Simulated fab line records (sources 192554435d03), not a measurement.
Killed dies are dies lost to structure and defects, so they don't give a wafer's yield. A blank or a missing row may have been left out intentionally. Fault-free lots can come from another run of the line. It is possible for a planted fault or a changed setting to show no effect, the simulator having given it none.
Split-lot trial / flow n5-finfet / route with 1938 steps; 7 lots, 21 wafers read

THE SPLIT ITSELF
At N5_FIN_SAQP_PECVD_47 (deposits a-Si from SiH4/He, target thk 45 nm, time 36.3 s), the setting time-s was moved away from the recipe's 36.3 s on 8 of the 21 wafers read, by -11.2% to +10.9%. All remaining wafers had this setting at the recipe value.

FROM THE SPLIT TO THE READING: what the file shows between them, 6 steps
- N5_FIN_SAQP_SPACER1_ALD_24: deposits SiO2, target thk 20.3 nm, pulse time 1 s, purge time 2 s (also split here: ald-cycles)
- N5_FIN_SAQP_SPACER1_ETCHBACK_25: etches SiO2 in CHF3/O2, target depth 24.4 nm, time 12.2 s
- N5_FIN_SAQP_MANDREL1_REMOVE_56: chemistry HBr/Cl2/O2, target a-Si, stops on SiNx, bt time 10 s
- N5_FIN_SAQP_CD_MEAS_27: target cd 20 nm
- N5_FIN_SAQP_ETCH_57: etches SiNx in CH3F/O2, target depth 32.5 nm, time 46.4 s
- N5_FIN_SAQP_ETCH_65: etches SiO2 in CF4, target depth 4 nm, time 4.4 s

THE READING
etch.depth-nm (the simulator's own value, which no gauge read), in nm, at N5_FIN_SAQP_MANDREL_ETCH_58 (etches a-Si in HBr/Cl2, stops on SiNx, target depth 45 nm, bt time 10 s, time 27 s). No usual value for it is given in the file. The 13 wafers here that ran the recipe average 44.94 nm, standard deviation 0.62 nm.

wafer=L077.2; tool, chamber at the split=pecvd-01, 1; time-s as run, s=37.79; against the recipe=+4.1%; etch.depth-nm, nm=46.54; against lot-mates on the recipe=+1.64
wafer=L077.3; tool, chamber at the split=pecvd-01, 2; time-s as run, s=36.3; against the recipe=recipe; etch.depth-nm, nm=44.9; against lot-mates on the recipe=-
wafer=L077.4; tool, chamber at the split=pecvd-01, 2; time-s as run, s=37.79; against the recipe=+4.1%; etch.depth-nm, nm=47.38; against lot-mates on the recipe=+2.48
wafer=L080.2; tool, chamber at the split=pecvd-02, 1; time-s as run, s=38.73; against the recipe=+6.7%; etch.depth-nm, nm=47.5; against lot-mates on the recipe=+1.88
wafer=L080.4; tool, chamber at the split=pecvd-02, 1; time-s as run, s=36.3; against the recipe=recipe; etch.depth-nm, nm=45.62; against lot-mates on the recipe=-
wafer=L080.5; tool, chamber at the split=pecvd-02, 0; time-s as run, s=38.73; against the recipe=+6.7%; etch.depth-nm, nm=48.04; against lot-mates on the recipe=+2.42
wafer=L084.1; tool, chamber at the split=pecvd-01, 1; time-s as run, s=32.22; against the recipe=-11.2%; etch.depth-nm, nm=39.42; against lot-mates on the recipe=-6.08
wafer=L084.2; tool, chamber at the split=pecvd-01, 2; time-s as run, s=36.3; against the recipe=recipe; etch.depth-nm, nm=44.98; against lot-mates on the recipe=-
wafer=L084.4; tool, chamber at the split=pecvd-01, 2; time-s as run, s=36.3; against the recipe=recipe; etch.depth-nm, nm=46.02; against lot-mates on the recipe=-
wafer=L085.2; tool, chamber at the split=pecvd-04, 1; time-s as run, s=40.25; against the recipe=+10.9%; etch.depth-nm, nm=50.01; against lot-mates on the recipe=+4.50
wafer=L085.4; tool, chamber at the split=pecvd-04, 2; time-s as run, s=40.25; against the recipe=+10.9%; etch.depth-nm, nm=50.41; against lot-mates on the recipe=+4.90
wafer=L085.5; tool, chamber at the split=pecvd-04, 0; time-s as run, s=36.3; against the recipe=recipe; etch.depth-nm, nm=45.51; against lot-mates on the recipe=-
wafer=L087.2; tool, chamber at the split=pecvd-01, 1; time-s as run, s=36.3; against the recipe=recipe; etch.depth-nm, nm=43.88; against lot-mates on the recipe=-
wafer=L087.3; tool, chamber at the split=pecvd-01, 0; time-s as run, s=40.19; against the recipe=+10.7%; etch.depth-nm, nm=49.16; against lot-mates on the recipe=+4.93
wafer=L087.5; tool, chamber at the split=pecvd-01, 1; time-s as run, s=36.3; against the recipe=recipe; etch.depth-nm, nm=44.58; against lot-mates on the recipe=-
wafer=L090.2; tool, chamber at the split=pecvd-01, 0; time-s as run, s=36.3; against the recipe=recipe; etch.depth-nm, nm=44.55; against lot-mates on the recipe=-
wafer=L090.3; tool, chamber at the split=pecvd-01, 2; time-s as run, s=36.3; against the recipe=recipe; etch.depth-nm, nm=45.31; against lot-mates on the recipe=-
wafer=L090.5; tool, chamber at the split=pecvd-01, 1; time-s as run, s=36.3; against the recipe=recipe; etch.depth-nm, nm=45.34; against lot-mates on the recipe=-
wafer=L091.1; tool, chamber at the split=pecvd-02, 0; time-s as run, s=36.3; against the recipe=recipe; etch.depth-nm, nm=43.82; against lot-mates on the recipe=-
wafer=L091.4; tool, chamber at the split=pecvd-02, 2; time-s as run, s=36.3; against the recipe=recipe; etch.depth-nm, nm=45.02; against lot-mates on the recipe=-
wafer=L091.6; tool, chamber at the split=pecvd-02, 0; time-s as run, s=36.3; against the recipe=recipe; etch.depth-nm, nm=44.66; against lot-mates on the recipe=-

THE FIT
A straight line over all 21 wafers: etch.depth-nm changes by +0.463 nm for each +1% of time-s; r = +0.97; the points scatter about the line by 0.58 nm.
The same after taking each lot's own level away (the mean of its wafers on the recipe; 21 wafers): +0.458 nm for each +1%; r = +0.98; scatter 0.51 nm.
Per that fit: largest time-s move, reading shift of 5.1 nm.
Across the lots, their own levels run from 44.230 to 45.620 nm, a range of 2.2 times the standard deviation given above.
So the lot-to-lot level changes the slope little: the two slopes agree.
Check: -4.77 nm against its lot-mates is what the line predicts for one of the wafers moved furthest among these (-11.2%) when that wafer is left out of the fit. Against them it came out at -6.08 nm.

THE OTHER SPLITS THESE WAFERS WENT THROUGH
Other splits were also applied to these wafers ahead of the reading. Each is held against what the fit with the lots' levels taken away leaves over:
other split on the same wafers=N5_WELL_APT_PEB_23 peb-temp-c; wafers away from the commonest value=9; r with etch.depth-nm (lot level and that fit taken away)=-0.03
other split on the same wafers=N5_WELL_APT_DEVELOP_24 develop-time-s; wafers away from the commonest value=7; r with etch.depth-nm (lot level and that fit taken away)=+0.47
other split on the same wafers=N5_FIN_SAQP_ALD_61 temp-c; wafers away from the commonest value=7; r with etch.depth-nm (lot level and that fit taken away)=-0.02
other split on the same wafers=N5_FIN_SAQP_SPACER1_ALD_24 ald-cycles; wafers away from the commonest value=9; r with etch.depth-nm (lot level and that fit taken away)=+0.04

THE WHOLE CHAIN: every reading that the file lists as answering this split, in the file's order
step=N5_FIN_SAQP_PECVD_47; what it does=deposits a-Si from SiH4/He, target thk 45 nm, time 36.3 s; reading=a-Si_of_FIN_SAQP_PECVD_47.thk-nm (the simulator's own value, which no gauge read); change (the file's fit)=+0.463 nm for each +1% of the setting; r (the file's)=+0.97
step=N5_FIN_SAQP_MANDREL_ETCH_58; what it does=etches a-Si in HBr/Cl2, stops on SiNx, target depth 45 nm, bt time 10 s, time 27 s; reading=etch.depth-nm (the simulator's own value, which no gauge read); change (the file's fit)=+0.463 nm for each +1% of the setting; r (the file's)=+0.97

THE FILE'S OWN FIT
etch.depth-nm changes by +0.463 nm for each +1% of time-s, r = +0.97.
